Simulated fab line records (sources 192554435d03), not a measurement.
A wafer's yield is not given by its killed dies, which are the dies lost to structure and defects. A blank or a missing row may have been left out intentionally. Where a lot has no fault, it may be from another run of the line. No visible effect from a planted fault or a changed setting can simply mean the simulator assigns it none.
Lot-split experiment    flow n5Finfet    21 wafers read across 7 lots, on a route 1938 steps long

== SPLIT DETAILS ==
At N5_HKMG_FIN_ETCH_55 (etches SOC in N2/H2, target depth 240 nm, time 300 s), the setting timeS was moved away from the recipe's 300 s on 8 of the 21 wafers read, by -22.3% to +11.0%. This setting was run at the recipe's value on the other wafers.

Reading taken at the split's own step.

== THE READING ==
SiARC_of_HKMG_FIN_COAT_42.thkNm (the simulator's own value, which no gauge read), in nm, at N5_HKMG_FIN_ETCH_55 (etches SOC in N2/H2, target depth 240 nm, time 300 s). The file gives no usual value for it. Here, 13 wafers ran the recipe; their average is 21.2 nm with a standard deviation of 0.47 nm.

wafer   tool, chamber at the split  timeS as run, s  against the recipe  SiARC_of_HKMG_FIN_COAT_42.thkNm, nm  against lot-mates on the recipe
L074.1  rieDiel-02, 3               330              +10.0%              20                                   -1.0
L074.2  rieDiel-02, 1               300              recipe              21                                   -
L074.3  rieDiel-02, 2               330              +10.0%              20.2                                 -0.8
L076.2  rieDiel-04, 1               332.9            +11.0%              19.8                                 -1.7
L076.3  rieDiel-04, 2               300              recipe              21.4                                 -
L076.6  rieDiel-04, 3               300              recipe              21.6                                 -
L078.4  rieDiel-02, 3               300              recipe              21.2                                 -
L078.5  rieDiel-02, 2               267.7            -10.8%              23                                   +1.8
L078.6  rieDiel-02, 1               267.7            -10.8%              22.4                                 +1.2
L080.1  rieDiel-02, 1               300              recipe              21                                   -
L080.3  rieDiel-02, 0               300              recipe              20.4                                 -
L080.6  rieDiel-02, 2               300              recipe              21.6                                 -
L084.1  rieDiel-04, 1               233.2            -22.3%              24.4                                 +2.8
L084.2  rieDiel-04, 2               300              recipe              21.6                                 -
L084.4  rieDiel-04, 0               233.2            -22.3%              24.2                                 +2.6
L089.2  rieDiel-02, 2               300              recipe              21.6                                 -
L089.4  rieDiel-02, 0               300              recipe              20.4                                 -
L089.6  rieDiel-02, 0               300              recipe              20.4                                 -
L093.2  rieDiel-02, 1               233.1            -22.3%              24.4                                 +2.9
L093.5  rieDiel-02, 2               300              recipe              21.6                                 -
L093.6  rieDiel-02, 3               300              recipe              21.4                                 -

THE FIT
A straight line over all 21 wafers: SiARC_of_HKMG_FIN_COAT_42.thkNm changes by -0.136 nm for each +1% of timeS; r = -0.96; the points scatter about the line by 0.41 nm.
The same after taking each lot's own level away (the mean of its wafers on the recipe; 21 wafers): -0.123 nm for each +1%; r = -0.96; scatter 0.35 nm.
On that fit, the largest move of timeS shifts the reading by 2.8 nm.
The lots' own levels span 20.80 to 21.60 nm, that is 1.7 times the standard deviation above.
Thus the slope moves with the lot-to-lot level: the two fits are different.
Check: +2.75 nm against its lot-mates is what the line predicts for one of the wafers moved furthest among these (-22.3%) when that wafer is left out of the fit. It came out at +2.9 nm against them.

== THE WHOLE CHAIN: every reading that the file lists as answering this split, in the file's order ==
step                 what it does                                          reading                                                                           change (the file's fit)                r (the file's)
N5_HKMG_FIN_ETCH_55  etches SOC in N2/H2, target depth 240 nm, time 300 s  etch.depthNm (the simulator's own value, which no gauge read)                     +2.11 nm for each +1% of the setting   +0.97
N5_HKMG_FIN_ETCH_55  etches SOC in N2/H2, target depth 240 nm, time 300 s  HKMG_FIN.featureDepthNm (the simulator's own value, which no gauge read)          +2.11 nm for each +1% of the setting   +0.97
N5_HKMG_FIN_ETCH_55  etches SOC in N2/H2, target depth 240 nm, time 300 s  SiARC_of_HKMG_FIN_COAT_42.thkNm (the simulator's own value, which no gauge read)  -0.127 nm for each +1% of the setting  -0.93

== FILE'S OWN FIT ==
SiARC_of_HKMG_FIN_COAT_42.thkNm changes by -0.127 nm for each +1% of timeS, r = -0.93.
